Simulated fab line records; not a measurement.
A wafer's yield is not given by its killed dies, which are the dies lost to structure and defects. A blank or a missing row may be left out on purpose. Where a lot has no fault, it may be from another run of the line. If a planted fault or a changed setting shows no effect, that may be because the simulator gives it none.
Problem report in the 8D (eight disciplines) form, filled by code    flow n5-finfet    the parts of the form that need people (team, actions taken, sign-off) are left out

## 1. THE ISSUE
At N5_PASSIVATION_PROBE_49, killed_at_M4_up averages 104 over 2 wafers from 2 lots, while fault-free wafers read 14, standard deviation 6. That is +15 standard deviations from the usual mean.
Earliest sighting: wafer L882.2 on prober-02 at day 14 20:29. Wafers with a number at this step in the record: 6, from 2 lots. By rule, "out" or "out of limits" means more than 4 standard deviations away from the usual mean. The rest of the wafers with a number are treated as sound.

## 2. WHAT IT IS, AND WHAT IT ISN'T
question                     is                 is not
which readings at this step  killed_at_M4_up    killed_at_M0_to_M3, killed-at-contacts, killed-at-front-end, killed-at-other, killed-open, killed-short, sort_bin_4_leakage, sort_bin_6_memory
which lots                   L882, L884         -
which wafers of those lots   L882.2, L884.6     L882.4, L882.5, L884.3, L884.4
read on which tools          prober-02          -
when                         from day 14 20:29  up to then (0 sound wafers); but 4 sound wafers of L882, L884 came after

## 3. WHAT RULES OUT EACH SUSPECT
Counting: any tool at a process step up to the reading remains a suspect provided it ran every lot that is out. Sound lots after the first of them don't rule it out here, since some wafers of a struck lot are sound.
- rie-diel-03 at N5_BEOL_M11_STRIP_77 (strips in N2/H2, time 10 s): kept. It ran every lot that is out, first L882 (day 13 01:09).
- rie-diel-05 at N5_PASSIVATION_DESCUM_32 (chemistry O2, time 7.9 s): kept. It ran every lot that is out, first L882 (day 14 14:49).
- prober-02 at N5_PASSIVATION_PROBE_49: kept. It ran every lot that is out, first L882 (day 14 20:29). Its own killed_at_M4_up readings are out on those wafers.
- In rie-diel-03 at N5_BEOL_M11_STRIP_77, the wafers that are out were processed in chamber 2 and their sound lot-mates in chambers 0, 1, 3.
Still standing after the count: rie-diel-03 at N5_BEOL_M11_STRIP_77, rie-diel-05 at N5_PASSIVATION_DESCUM_32, prober-02 at N5_PASSIVATION_PROBE_49.

## 4. THE CAUSE (what the simulator had put in)
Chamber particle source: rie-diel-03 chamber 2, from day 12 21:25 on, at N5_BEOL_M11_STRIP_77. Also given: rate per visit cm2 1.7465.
Counting leaves 3 suspects; this tool is one of them.

## 5. SEQUENCE OF EFFECTS, ordered by route
Rows list readings where the struck wafers' mean (over those with a number) sits beyond 3 standard deviations from the usual. Scope: only readings with a usual standard deviation given in the record; hours: median across lots of the time from each lot's start at the first step in this table that gives one to its start at this step; sigmas: change in usual standard deviations.
hours  step                     reading               usual   on struck wafers  change  sigmas
0      N5_PASSIVATION_PROBE_49  defect-limited-yield  91.4 %  85.8              -5.6    -3.7
0      N5_PASSIVATION_PROBE_49  killed_at_M4_up       14      104               +90     +15
0      N5_PASSIVATION_PROBE_49  killed-dies           102     168               +66     +3.6
0      N5_PASSIVATION_PROBE_49  killed-on-rim         13      28                +15     +4.3
0      N5_PASSIVATION_PROBE_49  sort-n-pass           1078    1012              -66     -3.4
0      N5_PASSIVATION_PROBE_49  sort-yield-pct        91.3 %  85.8              -5.5    -3.4
Its process steps:
- N5_PASSIVATION_PROBE_49

## 6. WHAT WOULD HAVE CAUGHT IT SOONER
In this record the first reading out of limits was taken at day 14 20:29, 47 hours after the fault began at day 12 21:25.
Tool readings at N5_BEOL_M11_STRIP_77 with a usual standard deviation given in the record: none out on any struck wafer, hence no alarm at a limit of 4 standard deviations on them.
Lots out: 2; all had begun N5_BEOL_M11_STRIP_77 on rie-diel-03 by day 14 20:29. None of them would have been spared by holding the tool at that moment.
